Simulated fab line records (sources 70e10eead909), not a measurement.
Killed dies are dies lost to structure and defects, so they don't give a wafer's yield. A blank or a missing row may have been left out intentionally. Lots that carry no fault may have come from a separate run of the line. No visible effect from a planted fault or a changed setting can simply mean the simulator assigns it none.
Struck lot and sound lot, side by side | flow nandHarc | 14 steps out of a route of 1159
Sound: wafers L466.1, L466.4, L466.5. Wafers struck: L471.2, L471.3, L471.6. The cause is given at the end.
Per side, at each step with rows, come the tool, then ch with its chambers, and then its first start. Under that, the readings that differ: sound wafers | struck wafers | difference of the means | sigmas: that difference in standard deviations of wafers without a fault.
alike: same words and numbers on both sides, and readings whose means sit less than 2 such deviations apart. not compared: any withheld reading, any reading some wafer has no value for, any bound like >300 that may hide the same value, and any number with overlapping values for which the record gives no deviation.
Wherever a step has rows on one side only, a row that says differs or no value, or a row with sigmas, the two part there. Numbers that don't overlap but have no deviation are shown without sigmas and don't part them. A reading that every wafer of one side lacks parts them only if that side has two wafers or more.

NHARC_A_STAIRCASE_STRIP_316: strips in O2.
  sound: rieDiel-13 ch 2,3; struck: rieDiel-01 ch 1,3
reading             | sound             | struck            | difference | sigmas
oesProductAu (a.u.) | 1.015 1.017 1.010 | 0.972 0.997 0.972 | -0.034     | -2
  alike: drypumpMotorCurrentA, rfVppV, showerheadPlenumPTorr, throttleValvePct
  not compared: rfHoursCounterH
then, 3 steps without rows for these wafers: NHARC_A_STAIRCASE_STRIP_317 (strips in SPM, time 900 s); NHARC_A_STAIRCASE_PRECLEAN_318 (cleans in SC1); NHARC_A_STAIRCASE_SRD_329.
NHARC_A_STAIRCASE_ALD_415: deposits SiO2, target thk 30 nm, pulse time 6 s, ald cycles 300.
  sound on aldHk-02 ch 0,2,3, day 12 13:44; struck on aldHk-04 ch 1,3, day 14 00:34
  alike: heaterPowerOuterW, heaterPowerW, precursorPulseHeightRel
NHARC_A_STAIRCASE_ETCHBACK_416: etches the open film in C4F8/O2/Ar, target depth 36 nm, time 7.2 s.
  sound on rieDiel-12 ch 0,3; struck on rieDiel-12 ch 0,2, day 14 04:10
  alike: oesProductAu, rfVppV
  not compared: rfHoursCounterH
NHARC_A_STAIRCASE_STRIP_476: strips in O2, time 20 s.
  sound on rieDiel-12 ch 0,2,3, day 12 15:58; struck on rieDiel-12 ch 1,2, day 14 04:14
  alike: drypumpMotorCurrentA, oesProductAu, rfVppV, showerheadPlenumPTorr, throttleValvePct
  not compared: rfHoursCounterH
NHARC_A_STAIRCASE_DEP_417: deposits Si3N4, target thk 60 nm.
  sound on pecvd-04 ch 0,1,2, day 12 16:07; struck on pecvd-02 ch 0,2, day 14 04:20
  alike: heaterPowerW
then, 3 steps without rows for these wafers: NHARC_A_STAIRCASE_WET_418 (chemistry H3PO4, target depth 20 nm); NHARC_A_STAIRCASE_PRECLEAN_419 (cleans in SC1); NHARC_A_STAIRCASE_SRD_421.
NHARC_A_STAIRCASE_ALD_420: deposits SiO2, target thk 20 nm, pulse time 6 s, ald cycles 200.
  sound on aldHk-03 ch 0,2,3, day 12 18:10; struck on aldHk-03 ch 0,2, day 14 08:15
  no value came back on the struck wafers for aldCycles, heaterPowerOuterW (W), heaterPowerW (W), precursorPulseHeightRel; on the sound wafers aldCycles reads 200 200 200
then, 1 step without rows for these wafers: NHARC_A_STAIRCASE_CVD_552 (deposits SiNx, target thk 40 nm).
-- jump in the record: it breaks off in module A_STAIRCASE and resumes in module END (first step shown: number 1159 of the route), and 7 days separate the struck wafers' starts before and after --
NHARC_END_SORT_01:
  at this point the record logs the struck wafers (prober-02 ch 0, day 21 12:52) and has no rows for the sound ones

## WHERE THEY PART
Last at NHARC_END_SORT_01 as far as this record goes, first at NHARC_A_STAIRCASE_STRIP_316.

WHY: whatever the simulator had introduced
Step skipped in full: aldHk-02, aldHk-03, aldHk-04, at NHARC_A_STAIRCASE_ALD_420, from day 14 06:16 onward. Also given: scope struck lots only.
